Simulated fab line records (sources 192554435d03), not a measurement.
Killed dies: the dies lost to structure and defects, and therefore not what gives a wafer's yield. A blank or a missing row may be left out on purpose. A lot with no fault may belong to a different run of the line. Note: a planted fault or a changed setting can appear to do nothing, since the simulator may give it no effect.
Chamber matching | flow n5Finfet | N5_BEOL_M8_CMP_52 on cmp-01 has 4 sister chambers
The step polishes, stops on SiCOH lowk, t overpolish 6.9 s, target thk 80 nm. 20 wafers are shown with their chamber, then 10 later ones without.

## WAFERS, EACH WITH ITS CHAMBER
wafer  | chamber | motorCurrentA (A) | timeToEndpointS (s) | overpolishRunS (s)
L075.3 | 2       | 6.3               | 64                  | 6.907
L075.4 | 0       | 6.7               | 63                  | 6.896
L075.6 | 3       | 5.9               | 62                  | 6.900
L077.2 | 0       | 6.9               | 62                  | 6.904
L077.3 | 2       | 6.1               | 65                  | 6.918
L077.6 | 1       | 6.6               | 59                  | 6.900
L084.2 | 1       | 7.0               | 63                  | 6.901
L084.3 | 2       | 6.1               | 66                  | 6.915
L084.6 | 3       | 6.1               | 67                  | 6.880
L082.4 | 2       | 6.1               | 69                  | 6.893
L082.5 | 2       | 6.3               | 65                  | 6.887
L082.6 | 1       | 7.0               | 61                  | 6.897
L087.1 | 2       | 6.2               | 66                  | 6.895
L087.2 | 0       | 7.2               | 64                  | 6.887
L087.3 | 3       | 6.1               | 59                  | 6.900
L090.1 | 0       | 6.8               | 71                  | 6.923
L090.4 | 1       | 6.9               | 66                  | 6.895
L090.5 | 2       | 6.2               | 68                  | 6.902
L091.2 | 1       | 6.8               | 64                  | 6.901
L091.3 | 0       | 6.9               | 66                  | 6.891

SIGNATURES (averages over the wafers above)
reading         | chamber 0 | chamber 1 | chamber 2 | chamber 3 | scatter within a chamber
motorCurrentA   | 6.900     | 6.860     | 6.186     | 6.033     | 0.143
timeToEndpointS | 65.20     | 62.60     | 66.14     | 62.67     | 2.87
overpolishRunS  | 6.90020   | 6.89880   | 6.90243   | 6.89333   | 0.0109
Rule: distance of a wafer from a chamber = root of the sum over the readings of ((wafer's reading minus chamber's mean) / reading's scatter) squared. The wafer belongs to the nearest chamber; if the next one is less than 2 further off, it can't be placed. The scatter: take each reading less its chamber's mean, square it, sum over the shown wafers, divide by the number of wafers less the number of chambers, and take the root.

## WAFERS WITHOUT THEIR CHAMBER
wafer  | motorCurrentA (A) | timeToEndpointS (s) | overpolishRunS (s)
L091.4 | 6.1               | 69                  | 6.896
L089.3 | 6.8               | 64                  | 6.908
L089.5 | 6.1               | 66                  | 6.875
L089.6 | 6.7               | 60                  | 6.914
L093.1 | 6.3               | 65                  | 6.907
L093.3 | 6.7               | 62                  | 6.899
L093.4 | 6.7               | 64                  | 6.903
L086.3 | 5.8               | 66                  | 6.898
L086.4 | 5.9               | 65                  | 6.901
L086.5 | 6.4               | 61                  | 6.901

## WHICH CHAMBER EACH ONE RAN IN
wafer  | from the rows above               | in truth
L091.4 | can't be placed: 2 or 3           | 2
L089.3 | can't be placed: 1 or 0           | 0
L089.5 | can't be placed: 3 or 2           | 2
L089.6 | can't be placed: 1 or 0           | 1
L093.1 | can't be placed: 2 or 3           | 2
L093.3 | can't be placed: 1 or 0           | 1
L093.4 | can't be placed: 1 or 0           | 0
L086.3 | can't be placed: 3 or 2           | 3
L086.4 | can't be placed: 3 or 2           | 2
L086.5 | can't be placed: 2 or 3 or 1 or 0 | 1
Correct placement for 0 of the 10. Not placeable from these rows: 10 (in 10, the candidates include the true chamber). Placed wrongly: 0.
